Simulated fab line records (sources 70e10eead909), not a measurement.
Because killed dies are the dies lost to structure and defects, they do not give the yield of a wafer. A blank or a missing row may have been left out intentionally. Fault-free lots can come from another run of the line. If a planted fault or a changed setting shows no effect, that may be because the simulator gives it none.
Which tool did it? + flow nand-harc + 39 wafers from 13 lots sampled at 6 of the route's 1302 steps

WHAT EACH GAUGE READ, for each wafer
NHARC_P_M1_CD_MEAS_16. Usual: cd-nm reads 129.7 nm (standard deviation 0.87).
| lot  | measured     | on        | cd-nm (nm)        | flag |
|------|--------------|-----------|-------------------|------|
| L109 | day 6 21:58  | cd-sem-01 | 131.1 129.2 129.2 |      |
| L108 | day 6 22:44  | cd-sem-03 | 129.6 128.3 129.5 |      |
| L111 | day 8 02:20  | cd-sem-01 | 130.7 130.5 131.0 |      |
| L112 | day 8 07:13  | cd-sem-03 | 130.7 130.2 130.4 |      |
| L117 | day 10 13:49 | cd-sem-03 | 130.8 129.9 130.4 |      |
| L118 | day 10 17:46 | cd-sem-01 | 129.3 130.5 129.1 |      |
| L119 | day 11 04:28 | cd-sem-01 | 128.8 128.9 129.2 |      |
| L122 | day 12 20:32 | cd-sem-01 | 129.2 129.4 129.6 |      |
| L123 | day 13 01:49 | cd-sem-01 | 129.3 130.1 130.5 |      |
| L125 | day 13 19:22 | cd-sem-01 | 130.9 129.9 130.0 |      |
| L126 | day 14 05:08 | cd-sem-02 | 130.9 131.2 130.8 |      |
| L127 | day 14 17:25 | cd-sem-02 | 131.7 129.8 130.7 |      |
| L130 | day 15 19:41 | cd-sem-02 | 128.4 130.3 129.9 |      |

NHARC_END_SORT_01. Usual: for defect-limited-yield, 91.2 % with a standard deviation of 1.8; for killed-at-array, 55 with a standard deviation of 12; for killed-at-other, 1.0 with a standard deviation of 1.2; for killed-at-periphery, 3.9 with a standard deviation of 2.6; for killed-dies, 60 with a standard deviation of 12; for killed-open, 3.3 with a standard deviation of 1.9; for killed-short, 2.5 with a standard deviation of 1.8.
| lot  | measured     | on        | defect-limited-yield (%) | killed-at-array | killed-at-other | killed-at-periphery | killed-dies | killed-open | killed-short | flag |
|------|--------------|-----------|--------------------------|-----------------|-----------------|---------------------|-------------|-------------|--------------|------|
| L111 | day 25 16:46 | prober-01 | 87.1 87.0 86.7           | 81 83 85        | 2 1 2           | 4 4 3               | 87 88 90    | 2 8 2       | 2 2 3        |      |
| L119 | day 29 02:24 | prober-01 | 92.6 93.6 93.8           | 48 38 41        | 1 0 0           | 1 5 1               | 50 43 42    | 3 6 4       | 5 1 1        |      |

EACH LOT AND THE TOOL THAT RAN IT (in order: tool; ch and the chambers of the sampled wafers; start)
| lot  | NHARC_P_M0_PRE_CLEAN_31         | NHARC_P_M1_PRE_CLEAN_30                 | NHARC_P_M1_ECD_22              | NHARC_P_M1_CMP_23             |
|------|---------------------------------|-----------------------------------------|--------------------------------|-------------------------------|
| L109 | pecvd-04 ch 0,2, day 6 20:16    | pvd-sputter-01, day 6 23:05 or earlier  | ecd-cu-02 ch 0, day 6 23:05    | cmp-04 ch 1,2, day 6 23:46    |
| L108 | pecvd-04 ch 0,2, day 6 21:02    | pvd-sputter-03, day 6 23:48 or earlier  | ecd-cu-01 ch 0,1, day 6 23:48  | cmp-01 ch 1,2, day 7 00:32    |
| L111 | pecvd-03 ch 0,1,2, day 8 00:39  | pvd-sputter-01, day 8 03:31 or earlier  | ecd-cu-02 ch 0,1, day 8 03:31  | cmp-04 ch 0,1, day 8 04:14    |
| L112 | pecvd-01 ch 0,2, day 8 05:31    | pvd-sputter-01, day 8 08:23 or earlier  | ecd-cu-01 ch 0,1, day 8 08:23  | cmp-04 ch 0,1, day 8 09:08    |
| L117 | pecvd-01 ch 0,1,2, day 10 12:00 | pvd-sputter-02, day 10 14:56 or earlier | ecd-cu-01 ch 0,1, day 10 14:56 | cmp-04 ch 0,1,3, day 10 15:40 |
| L118 | pecvd-01 ch 0,2, day 10 15:57   | pvd-sputter-03, day 10 18:50 or earlier | ecd-cu-01 ch 0,1, day 10 18:50 | cmp-03 ch 0,2,3, day 10 19:35 |
| L119 | pecvd-01 ch 0,1,2, day 11 02:38 | pvd-sputter-02, day 11 05:42 or earlier | ecd-cu-01 ch 0,1, day 11 05:42 | cmp-04 ch 1,2,3, day 11 06:22 |
| L122 | pecvd-03 ch 0,2, day 12 18:41   | pvd-sputter-01, day 12 21:40 or earlier | ecd-cu-02 ch 0,1, day 12 21:40 | cmp-03 ch 0,2,3, day 12 22:20 |
| L123 | pecvd-01 ch 1,2, day 13 00:00   | pvd-sputter-03, day 13 02:58 or earlier | ecd-cu-02 ch 0,1, day 13 02:58 | cmp-03 ch 0,1,3, day 13 03:44 |
| L125 | pecvd-01 ch 0,1, day 13 17:34   | pvd-sputter-02, day 13 20:26 or earlier | ecd-cu-02 ch 0, day 13 20:26   | cmp-01 ch 0,2, day 13 21:10   |
| L126 | pecvd-04 ch 0,2, day 14 03:20   | pvd-sputter-02, day 14 06:19 or earlier | ecd-cu-01 ch 0,1, day 14 06:19 | cmp-03 ch 0,1,2, day 14 06:56 |
| L127 | pecvd-03 ch 1,2, day 14 15:37   | pvd-sputter-03, day 14 18:35 or earlier | ecd-cu-01 ch 0,1, day 14 18:35 | cmp-03 ch 1,2,3, day 14 19:16 |
| L130 | pecvd-01 ch 0,1, day 15 17:53   | pvd-sputter-02, day 15 20:51 or earlier | ecd-cu-02 ch 0,1, day 15 20:51 | cmp-01 ch 0,2,3, day 15 21:32 |
- NHARC_P_M0_PRE_CLEAN_31: time 12 s.
- NHARC_P_M1_PRE_CLEAN_30: time 30 s.
- NHARC_P_M1_ECD_22: material Cu, target thk 400 nm.
- NHARC_P_M1_CMP_23: polishes, t overpolish 20 s, target thk 157.82 nm.

AS READ BY THE TOOLS THEMSELVES (means over the sampled wafers that have a number; for cases with no such wafer, the mark the record gives instead)
NHARC_P_M0_PRE_CLEAN_31. Usual: heater-power-w reads 645 W (standard deviation 83).
| lot  | tool     | heater-power-w (W) | flag |
|------|----------|--------------------|------|
| L109 | pecvd-04 | 640                |      |
| L108 | pecvd-04 | 612                |      |
| L111 | pecvd-03 | 631                |      |
| L112 | pecvd-01 | 760                |      |
| L117 | pecvd-01 | 656                |      |
| L118 | pecvd-01 | 730                |      |
| L119 | pecvd-01 | 615                |      |
| L122 | pecvd-03 | 599                |      |
| L123 | pecvd-01 | 551                |      |
| L125 | pecvd-01 | 657                |      |
| L126 | pecvd-04 | 664                |      |
| L127 | pecvd-03 | 644                |      |
| L130 | pecvd-01 | 604                |      |

NHARC_P_M1_PRE_CLEAN_30. Usual: heater-power-w reads 399 W (standard deviation 36).
| lot  | tool           | heater-power-w (W) | flag |
|------|----------------|--------------------|------|
| L109 | pvd-sputter-01 | 413                |      |
| L108 | pvd-sputter-03 | 366                |      |
| L111 | pvd-sputter-01 | 411                |      |
| L112 | pvd-sputter-01 | 412                |      |
| L117 | pvd-sputter-02 | 413                |      |
| L118 | pvd-sputter-03 | 398                |      |
| L119 | pvd-sputter-02 | 406                |      |
| L122 | pvd-sputter-01 | 416                |      |
| L123 | pvd-sputter-03 | 397                |      |
| L125 | pvd-sputter-02 | 374                |      |
| L126 | pvd-sputter-02 | 389                |      |
| L127 | pvd-sputter-03 | 392                |      |
| L130 | pvd-sputter-02 | 400                |      |

NHARC_P_M1_ECD_22. Usual: bath-temp-c reads 24.99 C (standard deviation 0.11).
| lot  | tool      | bath-temp-c (C) | flag |
|------|-----------|-----------------|------|
| L109 | ecd-cu-02 | 25.05           |      |
| L108 | ecd-cu-01 | 24.99           |      |
| L111 | ecd-cu-02 | 25.00           |      |
| L112 | ecd-cu-01 | 24.97           |      |
| L117 | ecd-cu-01 | 25.02           |      |
| L118 | ecd-cu-01 | 24.96           |      |
| L119 | ecd-cu-01 | 24.95           |      |
| L122 | ecd-cu-02 | 24.97           |      |
| L123 | ecd-cu-02 | 25.15           |      |
| L125 | ecd-cu-02 | 25.02           |      |
| L126 | ecd-cu-01 | 25.03           |      |
| L127 | ecd-cu-01 | 24.99           |      |
| L130 | ecd-cu-02 | 24.98           |      |

NHARC_P_M1_CMP_23. Usual: motor-current-A 12.6 A, standard deviation 1.2; time-to-endpoint-s 28.1 s, standard deviation 2.7.
| lot  | tool   | motor-current-A (A) | time-to-endpoint-s (s) | flag |
|------|--------|---------------------|------------------------|------|
| L109 | cmp-04 | 12.7                | 26.5                   |      |
| L108 | cmp-01 | 13.4                | 28.8                   |      |
| L111 | cmp-04 | 12.9                | 30.4                   |      |
| L112 | cmp-04 | 12.1                | 33.2                   |      |
| L117 | cmp-04 | 12.5                | 13.7                   | OFF  |
| L118 | cmp-03 | 12.2                | 13.7                   | OFF  |
| L119 | cmp-04 | 12.4                | 11.1                   | OFF  |
| L122 | cmp-03 | 12.2                | 27.4                   |      |
| L123 | cmp-03 | 11.9                | 29.3                   |      |
| L125 | cmp-01 | 14.1                | 31.7                   |      |
| L126 | cmp-03 | 12.5                | 28.2                   |      |
| L127 | cmp-03 | 12.1                | 26.2                   |      |
| L130 | cmp-01 | 13.9                | 25.2                   |      |

THE ANSWER, worked out from the rows above alone
Rule: a lot is off if the mean of its wafers that have a number lies more than 3 standard deviations from the usual mean. A lot without any number at a reading at which 4 lots or more have one is off too. All remaining lots with rows at the step are treated as sound. After the gauges, taken in route order, come the tools' own readings; for these a lot's mean is taken, as printed above. The first step at which some lot is off is used, and at that step the reading that is off furthest; a lot without a number counts as furthest.
Off: L117, L118, L119 (NHARC_P_M1_CMP_23, time-to-endpoint-s).
A tool fits if, at that step or a process step before it, it ran every lot that is off, and no sound lot after the first of them. NHARC_P_M1_PRE_CLEAN_30: start missing for some lots; hours and lot order therefore follow NHARC_P_M1_ECD_22. Not one of the candidates tried fits.

WHAT THE SIMULATOR HAD PUT IN
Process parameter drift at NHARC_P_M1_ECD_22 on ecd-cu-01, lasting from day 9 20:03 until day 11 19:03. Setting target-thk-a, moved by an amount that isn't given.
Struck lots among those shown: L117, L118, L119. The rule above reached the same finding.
